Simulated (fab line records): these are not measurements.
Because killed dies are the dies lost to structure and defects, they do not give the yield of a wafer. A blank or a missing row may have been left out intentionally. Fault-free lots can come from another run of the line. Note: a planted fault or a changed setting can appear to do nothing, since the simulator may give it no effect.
2 desks looking at one fault | flow nand_harc | only its own numbers are on each desk; what lay behind them is given at the end

## FOR THE TOOL OWNER'S DESK: ald_sin_batch-01
The tool's own readings at NHARC_A_CHANNEL_FILL_D1_ALD_15 (deposits SiNx, target thk 2 nm, pulse time 60 s, ald cycles 19): means of the sampled wafers that have a number, for each lot that ran on this tool. Marked OUT: a lot whose mean sits more than 4 standard deviations from the usual mean, which makes it out of limits; the brackets give that distance.
Columns: A = precursor_pulse_height_rel at NHARC_A_CHANNEL_FILL_D1_ALD_15, usual 1.000
lot  | first seen here | A
L189 | day 9 19:44     | 0.992
L191 | day 10 11:34    | 1.018
L193 | day 11 13:44    | 1.010
L195 | day 12 15:04    | 0.997
L196 | day 12 15:04    | 1.014
L201 | day 15 05:51    | 0.999
L202 | day 15 05:51    | 1.007
L209 | day 18 05:41    | 1.003
L211 | day 18 18:08    | 0.997
Finding of this desk: none of the 9 lots has anything out of limits.

## AT THE METROLOGY DESK
What the gauges read for every lot (on any tool): the sampled wafers with a number, averaged. Marked OUT: a lot whose mean sits more than 4 standard deviations from the usual mean, which makes it out of limits; the brackets give that distance.
Columns: A = overlay_x_nm at NHARC_A_CHANNEL_HOLE_D1_OVL_MEAS_11, usual 0.2 nm; B = overlay_y_nm at NHARC_A_CHANNEL_HOLE_D1_OVL_MEAS_11, usual 0.0 nm
lot  | first seen here | A    | B
L189 | day 9 01:41     | 0.2  | 0.3
L190 | day 9 11:27     | 0.3  | 0.8
L191 | day 9 17:32     | 0.4  | -0.3
L194 | day 10 16:19    | 0.3  | 0.5
L193 | day 10 18:22    | -1.6 | 0.0
L196 | day 11 20:11    | 1.3  | 0.2
L195 | day 11 21:05    | -1.0 | -0.2
L201 | day 14 12:32    | -0.1 | -0.3
L202 | day 14 12:53    | -0.5 | 0.6
L206 | day 16 02:10    | -0.5 | -0.2
L209 | day 17 05:19    | 1.6  | 0.6
L210 | day 17 13:44    | 0.4  | 1.3
L211 | day 18 00:52    | 1.2  | 1.1
Finding of this desk: none of the 13 lots has anything out of limits.

## TAKEN TOGETHER
The desk of the tool owner found nothing out of limits.
From the metrology desk's view, nothing was out of limits.

## WHAT THE SIMULATOR PUT IN
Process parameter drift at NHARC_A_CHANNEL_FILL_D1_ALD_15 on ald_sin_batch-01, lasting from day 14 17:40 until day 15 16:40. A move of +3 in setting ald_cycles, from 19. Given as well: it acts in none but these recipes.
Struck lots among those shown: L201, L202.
